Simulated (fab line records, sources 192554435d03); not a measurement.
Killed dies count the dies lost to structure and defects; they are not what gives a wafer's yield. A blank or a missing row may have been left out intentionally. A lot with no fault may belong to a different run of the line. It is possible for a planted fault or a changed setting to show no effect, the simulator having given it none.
Split-lot study | flow n5 finfet | 7 lots, 21 wafers read, on a route of 1938 steps

## ON THE SPLIT
At N5_BEOL_M0_ETCH_138 (etches SiCN in CH3F/O2, target depth 12 nm, time 31.6 s), the setting bias w was moved away from the recipe's 75 W on 5 of the 21 wafers read, by -12.5% to +5.7%. For the rest of the wafers, this setting stayed at what the recipe calls for.

The reading is taken at the split's own step.

## THE READING
rf vpp V, in V, at N5_BEOL_M0_ETCH_138 (etches SiCN in CH3F/O2, target depth 12 nm, time 31.6 s). Typical for fault-free wafers on this fab line: 297.5 V, with standard deviation 1.6 V.

wafer  | tool, chamber at the split | bias w as run, W | against the recipe | rf vpp V, V | against lot-mates on the recipe
L074.4 | rie diel-03, 0             | 75               | recipe             | 296.9       | -
L074.5 | rie diel-03, 1             | 75               | recipe             | 295.2       | -
L074.6 | rie diel-03, 2             | 75               | recipe             | 299.0       | -
L078.3 | rie diel-03, 2             | 75               | recipe             | 299.2       | -
L078.4 | rie diel-03, 0             | 75               | recipe             | 298.1       | -
L078.6 | rie diel-03, 2             | 75               | recipe             | 300.2       | -
L083.3 | rie diel-04, 0             | 75               | recipe             | 296.3       | -
L083.4 | rie diel-04, 2             | 75               | recipe             | 298.8       | -
L083.5 | rie diel-04, 0             | 75               | recipe             | 297.2       | -
L085.2 | rie diel-04, 0             | 68.9             | -8.1%              | 280.4       | -19.7
L085.3 | rie diel-04, 1             | 68.9             | -8.1%              | 282.0       | -18.1
L085.6 | rie diel-04, 2             | 75               | recipe             | 300.1       | -
L088.1 | rie diel-01, 2             | 65.63            | -12.5%             | 272.0       | -26.4
L088.2 | rie diel-01, 0             | 75               | recipe             | 297.2       | -
L088.5 | rie diel-01, 1             | 75               | recipe             | 299.7       | -
L091.1 | rie diel-01, 3             | 75               | recipe             | 297.8       | -
L091.3 | rie diel-01, 2             | 75               | recipe             | 298.5       | -
L091.4 | rie diel-01, 0             | 75               | recipe             | 296.5       | -
L092.4 | rie diel-04, 0             | 79.3             | +5.7%              | 310.1       | +12.3
L092.5 | rie diel-04, 3             | 75               | recipe             | 297.8       | -
L092.6 | rie diel-04, 1             | 79.3             | +5.7%              | 307.9       | +10.1

THE FIT
A straight line over all 21 wafers: rf vpp V changes by +2.04 V for each +1% of bias w; r = +0.99; the points scatter about the line by 1.4 V.
The same after taking each lot's own level away (the mean of its wafers on the recipe; 21 wafers): +2.15 V for each +1%; r = +0.99; scatter 1.2 V.
According to that fit, moving bias w by its largest amount changes the reading by 27 V.
Measured against the standard deviation above, the lots' own levels, which go from 297.03 to 300.10 V, span 1.9 times it.
Consequently the slope shifts little with the lot-to-lot level, the two slopes agreeing.
Check: with one of the wafers moved furthest among these (-12.5%) left out of the fit, the line predicts -27.7 V for it against its lot-mates. It came out at -26.4 V against them.
Tool readings at the split's step, against how far the setting was moved: rf vpp V r = +0.99.

## OTHER SPLITS APPLIED TO THESE WAFERS
Before the reading, these wafers also passed through other splits. Each is held against what the fit with the lots' levels taken away leaves over:
other split on the same wafers               | wafers away from the commonest value | r with rf vpp V (lot level and that fit taken away)
N5_GATE_CUT_HM_DEP_46 time s                 | 10                                   | -0.19
N5_MOL_CONTACT_COAG_CONTACT_ETCH_14 source w | 7                                    | -0.08
N5_MOL_CONTACT_COAG_COAT_64 spin rpm         | 8                                    | -0.28
N5_BEOL_M0_SAQP_COAT_08 spin rpm             | 9                                    | -0.03

## FILE'S OWN FIT
rf vpp V changes by +2.15 V for each +1% of bias w, r = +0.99.
